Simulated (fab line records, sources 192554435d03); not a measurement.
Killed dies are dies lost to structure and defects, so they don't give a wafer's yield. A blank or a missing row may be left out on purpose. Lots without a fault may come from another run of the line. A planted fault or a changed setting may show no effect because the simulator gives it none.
fab line records | flow n5_finfet
record lots=6 wafers=18 last_day=17
route steps=1938 shown BEOL_M4@1074 BEOL_M5@1112 PASSIVATION@1936
lots that met no fault: from a run of the same line without faults
start_h: hours from the record's first day to the start of the lot's first wafer shown | wait_h: hours since the lot's step before | " the same as in the row above | L1.1+2: a row that stands for several wafers | - no value, or no start given | * or withheld: withheld | < > ~ a bound
route shown NAME@n: a module of which the file shows steps, and the number in the route of the first | usual: mean/standard deviation of fault-free wafers | same: alike in all rows | chamber/n: place in a boat | sites: the reading at each site | _std_site: their standard deviation | _edge_site: outer sites' mean less inner sites' | radius_mm: how far each site lies from the wafer's centre | mask NAME#n: copy n | behind: the tool/chamber that last shaped the wafer | hold: why the lot was held/for how many hours/how that ended | device: the transistor (n, p or np) that didn't switch | end of line: the same wafers' tests at the end of the route | a step without rows: its recipe alone | killed: dies lost to structure and defects at the first sort, not the wafer's yield | map: a wafer's dies, x killed, . not, _ none there
set.NAME: the setting as run; set.NAME@STEP: as run at that earlier step | model.NAME: the simulator's own value behind a step, which no gauge read
lots at some steps of the route; a table a step, a row a wafer
services: from which hour (start_h, from the record's first day; less than 0 if before it) a tool's chamber was out of use, for how many hours, and why
## steps
# step N5_BEOL_M4_HM_STRIP_39
# recipe chemistry=peroxide_tin_strip material=TiN target_depth_a=250 temp_c=50 time_s=158
# step N5_BEOL_M4_SRD_40
# recipe time_s=30 temp_c=23 rinse_liquid=diw dry=ipa_marangoni
# step N5_BEOL_M4_PRECLEAN_42
# recipe chemistry=residue_remover time_s=60 temp_c=40
# step N5_BEOL_M4_SRD_43
# recipe time_s=30 temp_c=23 rinse_liquid=diw dry=ipa_marangoni
# step N5_BEOL_M4_CD_MEAS_35
# recipe target_cd_nm=18 target_cd_y_nm=22.4 polarity=opening
# usual cd_nm=17.8/0.35
# columns lot.wafer tool chamber start_h wait_h cd_nm
L563.1 cd_sem-01 - 201.76 0.0 18.2
L563.2 " - " " 18.0
L563.6 " - " " 17.7
L564.3 cd_sem-02 - 207.99 0.0 17.3
L564.4 " - " " 18.2
L564.5 " - " " 17.2
L568.3 cd_sem-03 - 234.83 0.0 17.3
L568.5 " - " " 17.9
L568.6 " - " " 17.6
L569.2 cd_sem-03 - 238.22 0.0 17.7
L569.3 " - " " 17.6
L569.4 " - " " 18.0
L574.1 cd_sem-02 - 278.37 0.0 18.2
L574.3 " - " " 17.5
L574.5 " - " " 17.8
L578.2 cd_sem-02 - 307.97 0.0 17.8
L578.3 " - " " 17.8
L578.5 " - " " 17.5
# step N5_BEOL_M4_DEGAS_44
# recipe ambient=vacuum temp_c=250 time_s=60
# usual heater_power_w=334/28 susceptor_temp_C=249.98/0.17
# columns lot.wafer tool chamber start_h wait_h heater_power_w susceptor_temp_C
L563.1 pvd_sputter-02 - 202.53 0.8 307 249.88
L563.2 " - " " 343 249.99
L563.6 " - " " 306 249.94
L564.3 pvd_sputter-02 - 208.20 0.2 315 249.71
L564.4 " - " " 314 249.95
L564.5 " - " " 314 249.73
L568.3 pvd_sputter-02 - 235.27 0.4 311 250.20
L568.5 " - " " 303 249.88
L568.6 " - " " 350 249.91
L569.2 pvd_sputter-02 - 238.36 0.1 307 250.12
L569.3 " - " " 304 250.09
L569.4 " - " " 312 249.92
L574.1 pvd_sputter-03 - 278.62 0.3 351 249.89
L574.3 " - " " 383 249.98
L574.5 " - " " 337 250.13
L578.2 pvd_sputter-02 - 308.01 0.0 304 249.74
L578.3 " - " " 311 249.71
L578.5 " - " " 303 250.15
# step N5_BEOL_M4_PRE_CLEAN_45
# recipe gas=H2/He time_s=30 temp_c=250
# step N5_BEOL_M4_ALD_84
# recipe material=TaN target_thk_a=* temp_c=275 ald_precursor_family=PDMAT ald_co_reactant=NH3 pressure_torr=3 carrier_flow_sccm=1500 pulse_time_s=2 purge_time_s=3 co_reactant_purge_time_s=2 co_reactant_pulse_time_s=3 ald_cycles=30 precursor_vessel_temp_c=75 precursor_vessel_pressure_torr=26.25 precursor_vessel_carrier_sccm=1000
# step N5_BEOL_M4_SURFACE_TREAT_85
# recipe gas=Ar time_s=* ion_energy_ev=* ion_current_ma_cm2=0.5 pressure_mtorr=* ar_flow_sccm=30
# step N5_BEOL_M4_CVD_47
# recipe material=Co target_thk_a=30 temp_c=withheld precursor=CCTBA/H2 pressure_torr=30 time_s=223.8
# step N5_BEOL_M4_SPUTTER_48
# recipe material=Cu target_thk_a=45 temp_c=-20 chamber_pressure_pa=0.07 power_w=withheld time_s=8.29
# step N5_BEOL_M4_ANNEAL_49
# recipe temp_c=400 time_s=240 ambient=vacuum
# step N5_BEOL_M4_SPUTTER_79
# recipe material=Cu target_thk_a=45 temp_c=-20 chamber_pressure_pa=0.07 power_w=withheld time_s=8.29
# usual susceptor_temp_C=-20.01/0.11 throttle_valve_pct=30.0/1
# columns lot.wafer tool chamber start_h wait_h susceptor_temp_C throttle_valve_pct
L563.1 pvd_sputter-01 - 203.90 0.1 -19.95 30.3
L563.2 " - " " -20.13 29.5
L563.6 " - " " -19.99 29.9
L564.3 pvd_sputter-02 - 209.19 0.1 -19.89 28.0
L564.4 " - " " -20.21 30.5
L564.5 " - " " -20.06 27.9
L568.3 pvd_sputter-02 - 236.36 0.1 -19.96 28.8
L568.5 " - " " -20.07 30.9
L568.6 " - " " -20.07 28.1
L569.2 pvd_sputter-02 - 239.39 0.1 -19.90 30.7
L569.3 " - " " -20.00 28.8
L569.4 " - " " -20.06 28.3
L574.1 pvd_sputter-03 - 279.53 0.1 -19.95 30.8
L574.3 " - " " -20.19 29.8
L574.5 " - " " -20.12 29.8
L578.2 pvd_sputter-03 - 311.27 0.1 -20.09 29.9
L578.3 " - " " -19.85 29.8
L578.5 " - " " -19.98 31.9
# step N5_BEOL_M4_ANNEAL_80
# recipe temp_c=400 time_s=240 ambient=vacuum
# step N5_BEOL_M4_SPUTTER_81
# recipe material=Cu target_thk_a=45 temp_c=-20 chamber_pressure_pa=0.07 power_w=withheld time_s=8.29
# step N5_BEOL_M4_ANNEAL_82
# recipe temp_c=400 time_s=240 ambient=vacuum
# step N5_BEOL_M4_SPUTTER_86
# recipe material=Cu target_thk_a=45 temp_c=-20 chamber_pressure_pa=0.07 power_w=withheld time_s=8.29
# step N5_BEOL_M4_ANNEAL_87
# recipe temp_c=400 time_s=240 ambient=vacuum
# step N5_BEOL_M4_SPUTTER_88
# recipe material=Cu target_thk_a=45 temp_c=-20 chamber_pressure_pa=0.07 power_w=withheld time_s=8.29
# step N5_BEOL_M4_ANNEAL_89
# recipe temp_c=400 time_s=240 ambient=vacuum
# step N5_BEOL_M4_SPUTTER_90
# recipe material=Cu target_thk_a=45 temp_c=-20 chamber_pressure_pa=0.07 power_w=withheld time_s=8.29
# step N5_BEOL_M4_ANNEAL_91
# recipe temp_c=400 time_s=240 ambient=vacuum
# step N5_BEOL_M4_SPUTTER_92
# recipe material=Cu target_thk_a=45 temp_c=-20 chamber_pressure_pa=0.07 power_w=withheld time_s=8.29
# step N5_BEOL_M4_ANNEAL_93
# recipe temp_c=400 time_s=240 ambient=vacuum
# usual heater_power_w=832/67 susceptor_temp_C=400.02/0.22
# columns lot.wafer tool chamber start_h wait_h heater_power_w susceptor_temp_C
L563.1 pvd_sputter-01 - 205.08 0.0 819 400.05
L563.2 " - " " 772 399.84
L563.6 " - " " 769 399.80
L564.3 pvd_sputter-02 - 210.51 0.0 769 399.96
L564.4 " - " " 751 399.59
L564.5 " - " " 772 399.54
L568.3 pvd_sputter-02 - 237.54 0.0 885 400.08
L568.5 " - " " 771 400.05
L568.6 " - " " 768 400.44
L569.2 pvd_sputter-02 - 240.57 0.0 771 400.08
L569.3 " - " " 767 399.80
L569.4 " - " " 770 400.03
L574.1 pvd_sputter-03 - 280.71 0.0 872 399.85
L574.3 " - " " 972 399.95
L574.5 " - " " 921 400.12
L578.2 pvd_sputter-03 - 312.45 0.0 958 400.25
L578.3 " - " " 916 399.89
L578.5 " - " " 771 399.69
# step N5_BEOL_M4_SPUTTER_94
# recipe material=Cu target_thk_a=45 temp_c=-20 chamber_pressure_pa=0.07 power_w=withheld time_s=8.29
# step N5_BEOL_M4_ANNEAL_95
# recipe temp_c=400 time_s=240 ambient=vacuum
# usual heater_power_w=832/68 susceptor_temp_C=400.01/0.23
# columns lot.wafer tool chamber start_h wait_h heater_power_w susceptor_temp_C
L563.1 pvd_sputter-01 - 205.30 0.0 809 399.91
L563.2 " - " " 756 400.09
L563.6 " - " " 777 399.96
L564.3 pvd_sputter-02 - 210.76 0.0 769 399.87
L564.4 " - " " 759 399.87
L564.5 " - " " 771 399.96
L568.3 pvd_sputter-02 - 237.76 0.0 861 400.34
L568.5 " - " " 757 400.45
L568.6 " - " " 781 399.97
L569.2 pvd_sputter-02 - 240.79 0.0 767 399.75
L569.3 " - " " 755 400.01
L569.4 " - " " 790 400.29
L574.1 pvd_sputter-03 - 280.93 0.0 850 399.78
L574.3 " - " " 933 399.82
L574.5 " - " " 929 399.91
L578.2 pvd_sputter-03 - 312.67 0.0 969 400.06
L578.3 " - " " 945 400.05
L578.5 " - " " 768 400.08
# step N5_BEOL_M4_SPUTTER_96
# recipe material=Cu target_thk_a=45 temp_c=-20 chamber_pressure_pa=0.07 power_w=withheld time_s=8.29
# step N5_BEOL_M4_ECD_50
# recipe material=Cu target_thk_a=3000
# step N5_BEOL_M4_ANNEAL_51
# recipe temp_c=225 time_s=90 ambient=N2
# usual wafer_temp_C_max=225.89/0.23
# columns lot.wafer tool chamber start_h wait_h wafer_temp_C_max
L563.1 rtp_anneal-02 0 205.63 0.1 225.81
L563.2 " 0 " " 225.51
L563.6 " 0 " " 225.69
L564.3 rtp_anneal-02 0 211.22 0.1 226.20
L564.4 " 0 " " 226.06
L564.5 " 0 " " 226.06
L568.3 rtp_anneal-02 0 238.19 0.1 225.96
L568.5 " 0 " " 226.03
L568.6 " 0 " " 226.13
L569.2 rtp_anneal-01 0 241.17 0.1 225.92
L569.3 " 0 " " 225.80
L569.4 " 0 " " 225.92
L574.1 rtp_anneal-02 0 281.27 0.1 226.08
L574.3 " 0 " " 226.09
L574.5 " 0 " " 226.01
L578.2 rtp_anneal-02 0 313.06 0.1 225.76
L578.3 " 0 " " 226.04
L578.5 " 0 " " 226.09
# step N5_BEOL_M4_CMP_52
# recipe stop_on=SiOC t_overpolish_s=6.8 down_force_psi=1 platen_rpm=50 clearing_platen_down_force_psi=1.5 clearing_platen_rpm=50 post_cmp_clean=cu_alkaline target_thk_nm=40 clearing_platen_pad_velocity_m_s=0.99484 pad_velocity_m_s=0.99484
# step N5_BEOL_M4_PRE_CLEAN_60
# recipe gas=NH3/H2 time_s=15 temp_c=* rf_power_w=300
# step N5_BEOL_M4_CO_CAP_55
# recipe material=Co target_thk_a=20 temp_c=200 precursor=CCTBA/H2 pressure_torr=30 time_s=102.1
# step N5_BEOL_M4_PRE_CLEAN_56
# recipe gas=NH3 time_s=15 temp_c=withheld rf_power_w=300
# step N5_BEOL_M4_DEP_57
# recipe material=SiCN target_thk_a=80 temp_c=withheld precursor=3MS/NH3 pressure_torr=3 rf_w=202 time_s=14
# step N5_BEOL_M4_RS_MEAS_58
# recipe thk_meas_gauge=four-point-probe reads=Co_of_BEOL_M4_CO_CAP_55+Cu_of_BEOL_M4_ECD_50+Co_of_BEOL_M4_CVD_47+TaN_of_BEOL_M4_ALD_84
# usual M4_RS=0.67/0.033
# columns lot.wafer tool chamber start_h wait_h M4_RS[ohm/sq]
L563.1 film_metro-02 - 206.51 0.1 0.64
L563.2 " - " " 0.62
L563.6 " - " " 0.67
L564.3 film_metro-01 - 212.01 0.1 0.70
L564.4 " - " " 0.72
L564.5 " - " " 0.67
L568.3 film_metro-01 - 238.96 0.1 0.65
L568.5 " - " " 0.67
L568.6 " - " " 0.64
L569.2 film_metro-01 - 241.98 0.1 0.65
L569.3 " - " " 0.73
L569.4 " - " " 0.69
L574.1 film_metro-02 - 282.12 0.1 0.66
L574.3 " - " " 0.69
L574.5 " - " " 0.65
L578.2 film_metro-02 - 313.91 0.1 0.61
L578.3 " - " " 0.67
L578.5 " - " " 0.61
# step N5_BEOL_M4_RC_MEAS_101
# usual DIBL_N=36.6/1.7 DIBL_P=36.7/2 IOFF_N=0.16/0.033 IOFF_P=0.22/0.04 ION_N=673/12 ION_P=463/7.9 SS_N=71.7/0.58 SS_P=73.3/0.64 VT_N=249/3.3 VT_P=-249/3.1
# columns lot.wafer tool chamber start_h wait_h DIBL_N[mV/V] DIBL_P[mV/V] IOFF_N[nA/um] IOFF_P[nA/um] ION_N[uA/um] ION_P[uA/um] SS_N[mV/dec] SS_P[mV/dec] VT_N[mV] VT_P[mV]
L563.1 prober-02 0 206.56 0.0 34.1 32.6 0.11 0.15 656 453 70.8 72.4 254 -256
L563.2 " 0 " " 38.9 38.4 0.20 0.25 688 468 72.2 73.7 246 -250
L563.6 " 0 " " 36.7 34.6 0.15 0.19 677 458 71.5 72.3 249 -252
L564.3 prober-02 0 212.37 0.3 34.0 33.0 0.11 0.14 641 437 70.4 72.8 254 -259
L564.4 " 0 " " 36.7 36.2 0.16 0.18 681 458 71.6 73.5 251 -255
L564.5 " 0 " " 35.9 34.8 0.14 0.16 672 453 71.0 72.5 254 -253
L568.3 prober-01 0 239.31 0.3 38.0 36.8 0.17 0.23 670 457 72.4 73.4 251 -251
L568.5 " 0 " " 41.5 41.0 0.25 0.32 685 469 73.2 74.5 245 -247
L568.6 " 0 " " 39.8 38.9 0.22 0.27 681 468 72.5 73.7 247 -248
L569.2 prober-02 0 242.19 0.2 35.3 34.8 0.14 0.20 680 466 70.8 72.6 249 -251
L569.3 " 0 " " 36.9 37.2 0.17 0.23 690 476 71.5 73.8 246 -248
L569.4 " 0 " " 34.3 33.5 0.12 0.18 667 468 70.9 71.8 254 -251
L574.1 prober-02 0 282.18 0.0 37.1 38.5 0.17 0.23 686 469 71.4 73.2 249 -250
L574.3 " 0 " " 37.4 38.7 0.18 0.23 667 459 72.0 73.9 249 -251
L574.5 " 0 " " 35.3 36.8 0.14 0.20 675 461 70.4 72.9 252 -249
L578.2 prober-02 0 314.12 0.2 39.2 41.4 0.23 0.29 689 466 73.0 74.5 243 -247
L578.3 " 0 " " 37.3 38.4 0.19 0.23 685 463 72.0 73.6 245 -250
L578.5 " 0 " " 35.0 36.1 0.14 0.19 670 458 71.7 73.1 252 -251
# step N5_BEOL_M5_ILD_DEP_00
# recipe material=SiCOH_lowk target_thk_a=1406.4 temp_c=300 precursor=DEMS/porogen pressure_torr=5 rf_w=500 time_s=25.9
# step N5_BEOL_M5_CURE_79
# recipe temp_c=385 time_s=240 ambient=He/Ar material=SiCOH_lowk
# step N5_BEOL_M5_THK_MEAS_01
# recipe reads=SiCOH_lowk_of_BEOL_M5_ILD_DEP_00
# usual M5_ILD_THK=121.0/1.5
# columns lot.wafer tool chamber start_h wait_h M5_ILD_THK[nm]
L563.1 film_metro-02 - 208.13 0.4 118.4
L563.2 " - " " 118.7
L563.6 " - " " 121.0
L564.3 film_metro-02 - 213.60 0.3 118.5
L564.4 " - " " 121.9
L564.5 " - " " 121.8
L568.3 film_metro-02 - 240.54 0.3 121.1
L568.5 " - " " 122.3
L568.6 " - " " 122.6
L569.2 film_metro-01 - 243.57 0.4 120.3
L569.3 " - " " 120.4
L569.4 " - " " 122.0
L574.1 film_metro-01 - 283.73 0.4 120.4
L574.3 " - " " 118.7
L574.5 " - " " 123.8
L578.2 film_metro-02 - 315.50 0.4 121.4
L578.3 " - " " 121.7
L578.5 " - " " 121.3
# step N5_BEOL_M5_PECVD_70
# recipe material=SiO2 target_thk_a=160 temp_c=400 precursor=TEOS/O2 pressure_torr=5.5 rf_w=450 teos_flow_sccm=53.8 gas=O2 flow_sccm=3000 time_s=18
# usual heater_power_w=693/150 showerhead_plenum_p_Torr=8.78/0.083 susceptor_temp_C=400.01/0.23 throttle_valve_pct=21.8/1.1
# columns lot.wafer tool chamber start_h wait_h heater_power_w showerhead_plenum_p_Torr susceptor_temp_C throttle_valve_pct
L563.1 pecvd-03 0 208.17 0.0 702 8.86 400.38 22.1
L563.2 " 1 " " 821 8.72 399.53 23.2
L563.6 " 1 " " 824 8.72 399.99 23.4
L564.3 pecvd-02 2 213.63 0.0 891 8.79 399.84 20.0
L564.4 " 2 " " 883 8.79 399.95 19.8
L564.5 " 0 " " 527 8.86 399.54 22.2
L568.3 pecvd-02 1 240.58 0.0 687 8.79 400.16 23.2
L568.5 " 0 " " 586 8.88 400.03 22.4
L568.6 " 2 " " 818 8.80 399.86 19.8
L569.2 pecvd-04 2 243.61 0.0 561 8.56 399.94 21.4
L569.3 " 0 " " 417 8.83 399.67 21.5
L569.4 " 0 " " 405 8.83 399.73 21.4
L574.1 pecvd-03 0 283.77 0.0 669 8.86 399.70 22.2
L574.3 " 1 " " 918 8.72 399.74 23.1
L574.5 " 2 " " 818 8.76 400.15 19.7
L578.2 pecvd-04 0 315.54 0.0 468 8.82 399.54 21.4
L578.3 " 2 " " 527 8.58 400.02 21.6
L578.5 " 0 " " 457 8.82 399.76 21.5
# step N5_PASSIVATION_PROBE_49
# usual defect_limited_yield=91.1/1.4 killed_at_M0_to_M3=34/11 killed_at_M4_up=14/5.7 killed_at_contacts=14/6.9 killed_at_front_end=40/11 killed_at_other=4/3.1 killed_dies=105/17 killed_on_rim=14/4.1 killed_open=70/13 killed_short=34/7.6 sort_bin_5_function=5.3/0.95 sort_bin_6_memory=3.3/0.64 sort_bin_8_speed=0.00/0.029 sort_n_pass=1075/17 sort_yield_pct=91.1/1.4
# same gross_dies=1180 killed_at_back_side=0 sort_bin_4_leakage[%]=0
# columns lot.wafer tool chamber start_h wait_h defect_limited_yield[%] killed_at_M0_to_M3 killed_at_M4_up killed_at_contacts killed_at_front_end killed_at_other killed_dies killed_on_rim killed_open killed_short sort_bin_5_function[%] sort_bin_6_memory[%] sort_bin_8_speed[%] sort_n_pass sort_yield_pct[%]
L563.1 prober-01 - 313.39 0.0 88.8 30 17 12 71 2 132 18 71 58 6.9 3.6 0 1048 88.8
L563.2 prober-01 - 313.44 0.1 89.9 49 6 11 51 2 119 19 67 51 5.3 4.2 0 1061 89.9
L563.6 prober-01 - 313.64 0.3 89.7 42 9 15 51 4 121 14 67 53 5.7 4.2 0 1059 89.7
L564.3 prober-02 - 330.45 0.1 88.9 27 8 24 67 5 131 21 91 39 7.0 3.5 0.34 1045 88.6
L564.4 prober-02 - 330.50 0.2 91.1 24 13 14 52 2 105 12 68 37 5.3 3.1 0 1075 91.1
L564.5 prober-02 - 330.55 0.2 91.9 29 13 11 37 6 96 14 56 38 5.0 2.9 0 1084 91.9
L569.2 prober-01 - 348.45 0.3 82.8 21 140 6 35 1 203 33 53 27 10.5 3.2 0 977 82.8
L569.3 prober-01 - 348.50 0.3 80.3 23 155 8 44 3 233 8 64 26 12.1 4.2 0 947 80.3
L569.4 prober-01 - 348.55 0.4 86.9 33 76 17 28 0 154 26 62 25 6.3 4.3 0 1026 86.9
L568.3 prober-01 - 362.21 0.1 81.7 36 135 14 31 0 216 33 61 29 11.3 4.5 0 964 81.7
L568.5 prober-01 - 362.31 0.2 79.3 51 134 11 46 2 244 37 71 44 12.7 4.4 0 936 79.3
L568.6 prober-01 - 362.36 0.3 87.1 23 78 15 33 3 152 25 54 32 7.4 3.3 0 1028 87.1
L574.1 prober-02 - 378.85 0.0 91.4 23 27 5 46 0 101 10 74 26 5.1 3.4 0 1079 91.4
L574.3 prober-02 - 378.95 0.1 88.9 33 30 21 46 1 131 16 97 32 7.0 3.8 0 1049 88.9
L574.5 prober-02 - 379.05 0.2 90.0 22 13 8 70 5 118 21 89 29 5.8 4.0 0 1062 90.0
# killed by level:class
L563.1 GATE_CUT:geometric_particle:short=22 FIN_SAQP:geometric_particle:short=10 GATE_CUT:geometric_particle:open=10 BEOL_M4:geometric_particle:open=10 FIN_SAQP:geometric_particle:open=8 MOL_CONTACT_COAG:geometric_particle:open=8 BEOL_M0_SAQP:geometric_particle:open=8 BEOL_M0_SAQP:geometric_particle:short=6
L563.2 BEOL_M0_SAQP:geometric_particle:open=15 FIN_SAQP:geometric_particle:open=14 BEOL_M0_SAQP:geometric_particle:short=12 FIN_SAQP:geometric_particle:short=10 BEOL_M2:geometric_particle:short=9 MOL_CONTACT_COAG:geometric_particle:open=8 STARTING-WAFER:geometric_particle:short=8 BEOL_M2:geometric_particle:open=6
L563.6 BEOL_M0_SAQP:geometric_particle:open=19 GATE_CUT:geometric_particle:short=17 FIN_SAQP:geometric_particle:open=12 MOL_CONTACT_COAG:geometric_particle:open=12 BEOL_M0_SAQP:geometric_particle:short=12 FIN_SAQP:geometric_particle:short=11 BEOL_M3:geometric_particle:open=6 DUMMY_GATE:geometric_particle:open=3
L564.3 STI_FIN_REVEAL:geometric_particle:open=22 MOL_CONTACT_COAG:geometric_particle:open=20 FIN_SAQP:geometric_particle:short=13 FIN_SAQP:geometric_particle:open=12 BEOL_M0_SAQP:geometric_particle:open=7 BEOL_M0_SAQP:geometric_particle:short=5 BEOL_M2:geometric_particle:open=5 BEOL_M3:geometric_particle:open=5
L564.4 MOL_CONTACT_COAG:geometric_particle:open=13 FIN_SAQP:geometric_particle:short=10 BEOL_M2:geometric_particle:open=8 STI_FIN_REVEAL:geometric_particle:open=7 BEOL_M0_SAQP:geometric_particle:open=7 STARTING-WAFER:geometric_particle:open=6 FIN_SAQP:geometric_particle:open=5 GATE_CUT:geometric_particle:short=4
L564.5 FIN_SAQP:geometric_particle:short=13 BEOL_M0_SAQP:geometric_particle:short=9 MOL_CONTACT_COAG:geometric_particle:open=8 FIN_SAQP:geometric_particle:open=7 STI_FIN_REVEAL:geometric_particle:open=7 BEOL_M0_SAQP:geometric_particle:open=5 BEOL_M2:geometric_particle:open=5 BEOL_M4:geometric_particle:open=5
L569.2 BEOL_M4:unspecified=123 STI_FIN_REVEAL:geometric_particle:open=11 BEOL_M4:geometric_particle:open=6 MOL_CONTACT_COAG:geometric_particle:open=5 BEOL_M0_SAQP:geometric_particle:short=5 FIN_SAQP:geometric_particle:short=4 BEOL_M3:geometric_particle:open=4 STI_FIN_REVEAL:geometric_particle:short=3
L569.3 BEOL_M4:unspecified=143 STI_FIN_REVEAL:geometric_particle:open=21 BEOL_M0_SAQP:geometric_particle:short=7 BEOL_M0_SAQP:geometric_particle:open=6 MOL_CONTACT_COAG:geometric_particle:open=5 DUMMY_GATE:geometric_particle:open=4 BEOL_M1:geometric_particle:open=4 BEOL_M4:geometric_particle:open=4
L569.4 BEOL_M4:unspecified=66 MOL_CONTACT_COAG:geometric_particle:open=13 STI_FIN_REVEAL:geometric_particle:open=8 BEOL_M0_SAQP:geometric_particle:open=8 BEOL_M0_SAQP:geometric_particle:short=7 STARTING-WAFER:geometric_particle:short=6 MOL_CONTACT_COAG:geometric_particle:short=4 BEOL_M2:geometric_particle:open=4
L568.3 BEOL_M4:unspecified=124 MOL_CONTACT_COAG:geometric_particle:open=13 BEOL_M3:geometric_particle:open=10 BEOL_M1:geometric_particle:open=6 BEOL_M0_SAQP:geometric_particle:open=5 BEOL_M0_SAQP:geometric_particle:short=5 FIN_SAQP:geometric_particle:short=4 BEOL_M4:geometric_particle:open=4
L568.5 BEOL_M4:unspecified=127 BEOL_M0_SAQP:geometric_particle:short=14 FIN_SAQP:geometric_particle:short=11 STI_FIN_REVEAL:geometric_particle:open=11 BEOL_M3:geometric_particle:open=10 MOL_CONTACT_COAG:geometric_particle:open=9 FIN_SAQP:geometric_particle:open=8 BEOL_M1:geometric_particle:open=8
L568.6 BEOL_M4:unspecified=63 MOL_CONTACT_COAG:geometric_particle:open=10 BEOL_M4:geometric_particle:open=8 FIN_SAQP:geometric_particle:short=7 BEOL_M3:geometric_particle:open=7 STI_FIN_REVEAL:geometric_particle:open=6 GATE_CUT:geometric_particle:short=6 MOL_CONTACT_COAG:geometric_particle:short=5
L574.1 BEOL_M4:geometric_particle:open=14 DUMMY_GATE:geometric_particle:open=9 FIN_SAQP:geometric_particle:open=8 STI_FIN_REVEAL:geometric_particle:open=8 BEOL_M0_SAQP:geometric_particle:open=7 BEOL_M3:geometric_particle:open=7 FIN_SAQP:geometric_particle:short=6 BEOL_M0_SAQP:geometric_particle:short=5
L574.3 MOL_CONTACT_COAG:geometric_particle:open=17 BEOL_M4:geometric_particle:open=15 BEOL_M3:geometric_particle:open=10 FIN_SAQP:geometric_particle:open=9 DUMMY_GATE:geometric_particle:open=9 BEOL_M0_SAQP:geometric_particle:short=9 STI_FIN_REVEAL:geometric_particle:open=6 STARTING-WAFER:geometric_particle:open=5
L574.5 FIN_SAQP:geometric_particle:open=18 STI_FIN_REVEAL:geometric_particle:open=18 BEOL_M0_SAQP:geometric_particle:open=12 FIN_SAQP:geometric_particle:short=9 BEOL_M4:geometric_particle:open=9 DUMMY_GATE:geometric_particle:open=8 MOL_CONTACT_COAG:geometric_particle:open=7 ILD0:geometric_particle:open=4
# map L568.5 (x killed, . not)
_________________........x.x.________________
______________.............x...._____________
___________xx....x.....x...x.......__________
__________.............x............_________
________..........x.......x........x.._______
_______.........................x...x..______
______......x.x.xx...xx....x..........x._____
_____.........x.........x..x....x........____
____..............x...x.x.x...............___
___x.....................x....x......x.....__
___.x............................x.x...x...__
__x..............x.........................._
__.......xx.....x..xx.x.x......x............_
_xx.......x..x...............x.x...........x.
_.....x..................x......x.....x......
_...x...........x........x...............x...
_...................x.......x..x..xx..x..x...
_....................x........x.x...........x
_...........x..xxxx........x.....x...........
_......x..x...x..........x.........x........x
_.............................xxx..x...x.....
__.........................xx.xx.xxxxxx..x.._
__x.x.x......x.x......x...xx..xxxxxxxxx.xx.._
___.....x....x.x...x........xxxxxxxxxxxx.xx__
___................x.......xxxxxxxxxxxxxxx.__
____......x......x..x........xxxxxxxxxxxxx___
_____....x...........x..xxxxxxxxxxxxxxxxx____
______....................xxxxxxxxxxxxxx_____
_______.............x.......xxxxxxxxxxx______
________......x..............xxxxxxxxx_______
__________..................x.xxxxxx_________
___________.x...x....x.........xx.x__________
______________.................x_____________
_________________...x.x....x.________________
# map L569.3 (x killed, . not)
_________________...x........________________
______________.........x........_____________
___________......x.x..xx..x........__________
__________.......x.xxxxx.xxx........_________
________.......xx.xxxxxxx.xx..x......._______
_______.........xxxxxxxxxxxx...........______
______...........xxxxxxxxxxxx..x........_____
_____........xxxxxxxxxxxxxxxxx....x......____
____...........xxxxxxxxxxxxx.x..x.......x.___
___...........x.xxxxxxxxxxxxxx.x...........__
___......x.x.x..xxxxxxxxxxxxxxx.....x.....x__
__..........x...xxxxxxxxxxxx.x...x..x...x..._
__.............xx..xxxxxxx.xx.........x....._
_....x............xxxx..x...xx...............
_.............x.x....x.x.xx........x....x....
_.x..............x......x....................
_.................x.....x.....x...x...x..x...
_...............x.x.................x........
_..........x...x..........x........x.........
_............................................
_..........x.x.................x......x......
__...x.......xx......xx....................._
__.......x......x.........x..........x......_
___.....x.xx.........x.......xx......xx....__
___x.....x.................................__
____......x..............x..xx..x........x___
_____x...x....xxx......................x.____
______................x......x.....x..x._____
_______........x.......x...............______
________...x...x.x..............x....._______
__________...x....x...........x....._________
___________........................__________
______________............x....._____________
_________________............________________
## services
# columns tool chamber start_h hours kind
pecvd-03 0 179.45 4.6 repair
pecvd-03 2 202.38 - clean
pecvd-03 2 202.38 - consumable_replace:showerhead
pecvd-03 2 202.38 29.0 scheduled_down
pecvd-03 2 202.38 29.0 vent_cycle
pecvd-04 - 217.39 1.0 repair
pecvd-02 0 227.39 2.1 scheduled_down
pvd_sputter-03 - 235.09 39.9 repair
pecvd-02 2 257.54 8.1 repair
pecvd-02 - 258.78 6.9 repair
pecvd-02 - 276.17 1.1 repair
pecvd-03 2 276.37 5.0 scheduled_down
pecvd-04 1 293.87 2.1 scheduled_down
pecvd-03 - 307.04 2.8 pm
pecvd-02 - 308.00 1.4 repair
rtp_anneal-02 - 313.88 7.3 pm
## key
first_sign step=N5_PASSIVATION_PROBE_49 reading=killed_at_M4_up direction=up sigmas=19 usual=14 struck=120
effect step=N5_PASSIVATION_PROBE_49 reading=killed_dies direction=up sigmas=5.7 usual=105 struck=200
more_kills_born_at N5_BEOL_M4_SPUTTER_79@pvd_sputter-02=646
met_at N5_BEOL_M4_SPUTTER_79
struck_wafers L568.3,L568.5,L568.6,L569.2,L569.3,L569.4
onset_between 209.19 236.36
also_fits N5_BEOL_M4_ANNEAL_93:pvd_sputter-02,N5_BEOL_M4_ANNEAL_95:pvd_sputter-02
fault kind=chamber_particle_source tool=pvd_sputter-02 chamber=- onset_h=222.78 steps=N5_BEOL_M4_SPUTTER_79 rate_per_visit_cm2=1.3669 end_h=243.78
